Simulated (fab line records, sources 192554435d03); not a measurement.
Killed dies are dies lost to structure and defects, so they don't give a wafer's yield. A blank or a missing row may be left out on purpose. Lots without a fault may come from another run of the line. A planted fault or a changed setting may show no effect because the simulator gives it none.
Chamber matching | flow n5_finfet | N5_BEOL_M4_ETCH_64 on rie_diel-02: 4 sister chambers
The step etches SOC in N2/H2, target depth 75 nm, overetch 22.5 nm, time 121.9 s. 4 wafers are shown with their chamber, then 8 later ones without.

WAFERS WITH THEIR CHAMBER
wafer  | chamber | drypump_motor_current_A (A)
L075.6 | 1       | 6.3
L086.2 | 2       | 5.1
L086.5 | 3       | 5.8
L085.2 | 0       | 6.6

WAFERS WITHOUT THEIR CHAMBER
wafer  | drypump_motor_current_A (A)
L085.4 | 5.9
L085.5 | 6.3
L095.2 | 5.9
L095.3 | 6.5
L095.5 | 5.1
L096.2 | 5.9
L096.4 | 6.6
L096.5 | 6.3

WHICH CHAMBER EACH WENT THROUGH
wafer  | from the rows above     | in truth
L085.4 | 3                       | 3
L085.5 | 1                       | 1
L095.2 | 3                       | 3
L095.3 | can't be placed: 0 or 1 | 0
L095.5 | 2                       | 2
L096.2 | 3                       | 3
L096.4 | 0                       | 0
L096.5 | 1                       | 1
Placed correctly: 7 of 8. Can't be placed from these rows: 1 (the true chamber is among the candidates in 1). Placed wrongly: 0.
How it was worked out, from the rows above alone: a wafer's distance from a chamber is the root of the sum, over the readings, of the square of ((its reading less the chamber's mean) divided by the reading's scatter). The wafer belongs to the nearest chamber; if the next one is less than 2 further off, it can't be placed. A chamber's mean is the mean of its shown wafers. The scatter: with one shown wafer a chamber, the root of the mean of the squares of how far each hidden wafer lies from its nearest shown one.
